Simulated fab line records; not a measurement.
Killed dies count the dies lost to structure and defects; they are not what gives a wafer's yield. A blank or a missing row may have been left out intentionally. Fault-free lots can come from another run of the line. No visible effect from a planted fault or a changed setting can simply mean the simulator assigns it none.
A lot that was struck, set against a sound lot ; flow nand harc ; 12 steps out of a route of 1159
Sound: these wafers, L482.1, L482.3, L482.6. Struck: wafer L497.4. (L497.2 of the same lot was not struck and is left out.) The cause comes at the end.
For every step that has rows: the tool of each side, followed by ch and its chambers, followed by its first start. Under that, the readings that differ: sound wafers ; struck wafers ; difference of the means ; sigmas: that difference in standard deviations of wafers without a fault.
alike: a reading whose means differ by less than 2 such deviations, as well as words and numbers matching on both sides. not compared: withheld readings; readings where some wafer has no value; bounds like >300 that might hide an equal value; numbers whose values overlap and for which the record gives no deviation.
Wherever a step has rows on one side only, a row that says differs or no value, or a row with sigmas, the two part there. Non-overlapping numbers with no deviation appear without sigmas and do not part them. A reading missing from all wafers of one side parts the sides only when that side holds two or more wafers.

first, 9 steps without rows for these wafers: NHARC_A_STAIRCASE_DEHYDRATE_433 (time 120 s); NHARC_A_STAIRCASE_HMDS_434 (time 30 s); NHARC_A_STAIRCASE_COAT_435; NHARC_A_STAIRCASE_SOFTBAKE_436 (time 170 s); NHARC_A_STAIRCASE_EBR_437; NHARC_A_STAIRCASE_EXPOSE_438 (exposes mask STAIR REV); NHARC_A_STAIRCASE_PEB_439 (peb time 130 s); NHARC_A_STAIRCASE_DEVELOP_440 (time 140 s); NHARC_A_STAIRCASE_HARDBAKE_442 (time 140 s).
NHARC_A_STAIRCASE_DESCUM_443: chemistry O2, time 3 s.
  sound on rie diel-09 ch 1,3, day 14 15:06; struck on rie diel-10 ch 1, day 18 17:25
  alike: drypump motor current A, oes product au, rf vpp V, showerhead plenum p Torr, throttle valve pct
  not compared: rf hours counter h
NHARC_A_STAIRCASE_ETCH_444: etches the open film in C4F8/O2, target depth 10200 nm, time 3400 s.
  sound on rie diel-09 ch 0,1,2, day 14 15:11; struck on rie diel-10 ch 1, day 18 18:01
reading;sound;struck;difference;sigmas
oes product au (a.u.);0.918 0.911 0.919;0.962;+0.046;+2
run length s (s);3421.2 3422.0 3422.0;4884.9;+1463.2;+99 or more
  alike: rf vpp V
  not compared: rf hours counter h
-- break in the record here, with 6 days between the starts of the struck wafers on either side (left off in module A_STAIRCASE, picked up again in module END, where the first step shown is number 1159 on the route) --
NHARC_END_SORT_01:
  at this point the record logs the struck wafers (prober-01 ch 0, day 24 16:44) and has no rows for the sound ones

== WHERE THEY PART ==
First at NHARC_A_STAIRCASE_ETCH_444; last, within this record, at NHARC_END_SORT_01.

WHY: what the simulator had put in
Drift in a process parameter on rie diel-10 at NHARC_A_STAIRCASE_ETCH_444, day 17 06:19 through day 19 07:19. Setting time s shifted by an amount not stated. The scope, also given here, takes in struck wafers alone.
